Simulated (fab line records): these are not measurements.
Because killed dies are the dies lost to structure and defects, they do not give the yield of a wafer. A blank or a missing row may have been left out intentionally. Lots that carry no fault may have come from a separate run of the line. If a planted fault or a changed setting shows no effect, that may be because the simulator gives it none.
Which tool did it? ; flow nand-harc ; 6 lots, 18 wafers sampled, at 2 steps of a route of 1302

## WHAT THE GAUGES READ, wafer by wafer
NHARC_P_ZERO_WELL_CD_MEAS_37: the cd target is 720 nm.
lot;measured;on;cd-nm (nm)
L919;day 1 11:01;cd-sem-01;718.3 717.1 718.8
L921;day 2 11:25;cd-sem-02;722.3 720.4 717.3
L925;day 3 22:14;cd-sem-02;720.0 716.3 720.6
L928;day 5 03:59;cd-sem-01;722.6 721.7 721.3
L934;day 7 16:22;cd-sem-03;729.0 727.1 727.6
L940;day 10 03:52;cd-sem-01;720.4 720.4 719.4

## TOOL THAT RAN EACH LOT (tool first, then ch and the chambers of the sampled wafers, then the start)
lot;NHARC_P_ZERO_WELL_PEB_35
L919;litho-track-05 ch 0, day 1 10:55
L921;litho-track-05 ch 0, day 2 11:20
L925;litho-track-05 ch 0, day 3 22:09
L928;litho-track-07 ch 0, day 5 03:54
L934;litho-track-02 ch 0, day 7 16:16
L940;litho-track-07 ch 0, day 10 03:46
- NHARC_P_ZERO_WELL_PEB_35: peb time 85 s.

## THE ANSWER, worked out from the rows above alone
Rule: usual is defined by the lots themselves. Put in order of their means at a reading, lots are off if they are a third of the lots or fewer, leave a main group of 4 or more, and stand apart from it by a gap of 3 or more times the standard deviation of the main group's means; of several such gaps the widest counts. Not used: any main group whose means are identical at the precision the tables above print for the reading. Also off: a lot with no number at a reading for which 4 or more lots have one. The other lots that the step has rows for count as sound.
Off: L934 (NHARC_P_ZERO_WELL_CD_MEAS_37, cd-nm). The main group: mean 719.8 nm, standard deviation 1.3.
If a tool, at a process step before that reading, ran all the lots that are off and no sound lot after the first of them, it fits. The gauges at NHARC_P_ZERO_WELL_CD_MEAS_37 are tried like those tools. 2 tools fit, litho-track-02 at NHARC_P_ZERO_WELL_PEB_35 and cd-sem-03 at NHARC_P_ZERO_WELL_CD_MEAS_37, so this cannot tell which one it is.

## WHAT THE SIMULATOR HAD INSERTED
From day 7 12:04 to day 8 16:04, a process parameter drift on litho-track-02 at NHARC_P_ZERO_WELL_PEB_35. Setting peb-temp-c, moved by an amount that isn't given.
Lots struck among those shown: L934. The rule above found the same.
